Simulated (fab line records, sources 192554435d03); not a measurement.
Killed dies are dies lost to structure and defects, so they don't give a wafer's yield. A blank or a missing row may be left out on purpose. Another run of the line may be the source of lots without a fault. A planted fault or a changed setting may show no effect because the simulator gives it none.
Lot-split experiment || flow n5 finfet || 21 wafers read from 7 lots, route of 1938 steps

== THE SPLIT ITSELF ==
At N5_BEOL_M10_ETCH_62 (etches SOC in N2/H2, target depth 110 nm, overetch 22 nm, time 165 s), the setting time s was moved away from the recipe's 165 s on 6 of the 21 wafers read, by +10.7% to +14.9%. For the rest of the wafers, this setting stayed at what the recipe calls for.

== FROM THE SPLIT TO THE READING: what the file shows between them, 2 steps ==
- N5_BEOL_M10_STRIP_68: strips in N2/H2
- N5_BEOL_M10_STRIP_67: strips in CF4

== THE READING ==
etch.depth nm (the simulator's own value, which no gauge read), in nm, at N5_BEOL_M10_HM_OPEN_17 (chemistry Cl2/BCl3, target TiN, target depth 20 nm, overetch 6 nm). No usual value for it is given in the file. The 15 wafers here that ran the recipe average 20.06 nm, standard deviation 0.22 nm.

{"wafer": "L075.1", "tool, chamber at the split": "rie diel-06, 0,1,1", "time s as run, s": 165, "against the recipe": "recipe", "etch.depth nm, nm": 20.15, "against lot-mates on the recipe": "-"}
{"wafer": "L075.2", "tool, chamber at the split": "rie diel-06, 0,1,1", "time s as run, s": 165, "against the recipe": "recipe", "etch.depth nm, nm": 20.2, "against lot-mates on the recipe": "-"}
{"wafer": "L075.6", "tool, chamber at the split": "rie diel-06, 0,1,1", "time s as run, s": 165, "against the recipe": "recipe", "etch.depth nm, nm": 19.99, "against lot-mates on the recipe": "-"}
{"wafer": "L083.1", "tool, chamber at the split": "rie diel-01, 0", "time s as run, s": 189.6, "against the recipe": "+14.9%", "etch.depth nm, nm": 17.42, "against lot-mates on the recipe": "no lot-mate on the recipe"}
{"wafer": "L083.3", "tool, chamber at the split": "rie diel-01, 1", "time s as run, s": 189.6, "against the recipe": "+14.9%", "etch.depth nm, nm": 17.09, "against lot-mates on the recipe": "no lot-mate on the recipe"}
{"wafer": "L083.5", "tool, chamber at the split": "rie diel-01, 0", "time s as run, s": 189.6, "against the recipe": "+14.9%", "etch.depth nm, nm": 17.24, "against lot-mates on the recipe": "no lot-mate on the recipe"}
{"wafer": "L092.1", "tool, chamber at the split": "rie diel-05, 2", "time s as run, s": 165, "against the recipe": "recipe", "etch.depth nm, nm": 19.72, "against lot-mates on the recipe": "-"}
{"wafer": "L092.3", "tool, chamber at the split": "rie diel-05, 1", "time s as run, s": 165, "against the recipe": "recipe", "etch.depth nm, nm": 19.85, "against lot-mates on the recipe": "-"}
{"wafer": "L092.4", "tool, chamber at the split": "rie diel-05, 1", "time s as run, s": 165, "against the recipe": "recipe", "etch.depth nm, nm": 19.96, "against lot-mates on the recipe": "-"}
{"wafer": "L091.1", "tool, chamber at the split": "rie diel-01, 3", "time s as run, s": 182.6, "against the recipe": "+10.7%", "etch.depth nm, nm": 18.17, "against lot-mates on the recipe": -1.79}
{"wafer": "L091.2", "tool, chamber at the split": "rie diel-01, 2", "time s as run, s": 165, "against the recipe": "recipe", "etch.depth nm, nm": 19.89, "against lot-mates on the recipe": "-"}
{"wafer": "L091.3", "tool, chamber at the split": "rie diel-01, 0", "time s as run, s": 165, "against the recipe": "recipe", "etch.depth nm, nm": 20.04, "against lot-mates on the recipe": "-"}
{"wafer": "L095.3", "tool, chamber at the split": "rie diel-01, 1", "time s as run, s": 185.2, "against the recipe": "+12.2%", "etch.depth nm, nm": 18.06, "against lot-mates on the recipe": -1.63}
{"wafer": "L095.4", "tool, chamber at the split": "rie diel-01, 0", "time s as run, s": 165, "against the recipe": "recipe", "etch.depth nm, nm": 19.69, "against lot-mates on the recipe": "-"}
{"wafer": "L095.5", "tool, chamber at the split": "rie diel-01, 0", "time s as run, s": 185.2, "against the recipe": "+12.2%", "etch.depth nm, nm": 17.86, "against lot-mates on the recipe": -1.83}
{"wafer": "L096.1", "tool, chamber at the split": "rie diel-06, 2", "time s as run, s": 165, "against the recipe": "recipe", "etch.depth nm, nm": 20.57, "against lot-mates on the recipe": "-"}
{"wafer": "L096.4", "tool, chamber at the split": "rie diel-06, 1", "time s as run, s": 165, "against the recipe": "recipe", "etch.depth nm, nm": 20.08, "against lot-mates on the recipe": "-"}
{"wafer": "L096.5", "tool, chamber at the split": "rie diel-06, 2", "time s as run, s": 165, "against the recipe": "recipe", "etch.depth nm, nm": 20.06, "against lot-mates on the recipe": "-"}
{"wafer": "L097.1", "tool, chamber at the split": "rie diel-06, 3,2", "time s as run, s": 165, "against the recipe": "recipe", "etch.depth nm, nm": 20.1, "against lot-mates on the recipe": "-"}
{"wafer": "L097.4", "tool, chamber at the split": "rie diel-06, 3,2", "time s as run, s": 165, "against the recipe": "recipe", "etch.depth nm, nm": 20.2, "against lot-mates on the recipe": "-"}
{"wafer": "L097.6", "tool, chamber at the split": "rie diel-06, 1", "time s as run, s": 165, "against the recipe": "recipe", "etch.depth nm, nm": 20.33, "against lot-mates on the recipe": "-"}
When a row names more than one chamber, that row covers several wafers, and the file does not tell which wafer ran in which chamber.

THE FIT
A straight line over all 21 wafers: etch.depth nm changes by -0.183 nm for each +1% of time s; r = -0.98; the points scatter about the line by 0.21 nm.
The same after taking each lot's own level away (the mean of its wafers on the recipe; 18 wafers): -0.149 nm for each +1%; r = -0.98; scatter 0.15 nm.
The reading moves by 2.2 nm for the largest change in time s, on that fit.
The lots' own levels span 19.690 to 20.237 nm, that is 2.5 times the standard deviation above.
So the slope is not independent of the lot-to-lot level: the two fits are not the same.
Check: for one of the wafers moved furthest among these (+12.2%), held out of the fit, the line's prediction against its lot-mates is -1.93 nm. It came out at -1.63 nm against them.

== OTHER SPLITS ON THESE WAFERS ==
Note: prior to the reading, these wafers also went through further splits. Each is held against what the fit with the lots' levels taken away leaves over:
{"other split on the same wafers": "N5_BEOL_M9_TRENCH_ETCH_37 bias w", "wafers away from the commonest value": 11, "r with etch.depth nm (lot level and that fit taken away)": "+0.01"}

== THE WHOLE CHAIN: every reading that the file lists as answering this split, in the file's order ==
{"step": "N5_BEOL_M10_ETCH_62", "what it does": "etches SOC in N2/H2, target depth 110 nm, overetch 22 nm, time 165 s", "reading": "SiARC_of_BEOL_M10_COAT_60.thk nm (the simulator's own value, which no gauge read)", "change (the file's fit)": "-0.0782 nm for each +1% of the setting", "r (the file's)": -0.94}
{"step": "N5_BEOL_M10_HM_OPEN_17", "what it does": "chemistry Cl2/BCl3, target TiN, target depth 20 nm, overetch 6 nm", "reading": "etch.depth nm (the simulator's own value, which no gauge read)", "change (the file's fit)": "-0.153 nm for each +1% of the setting", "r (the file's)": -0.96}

== THE FILE'S OWN FIT ==
etch.depth nm changes by -0.153 nm for each +1% of time s, r = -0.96.
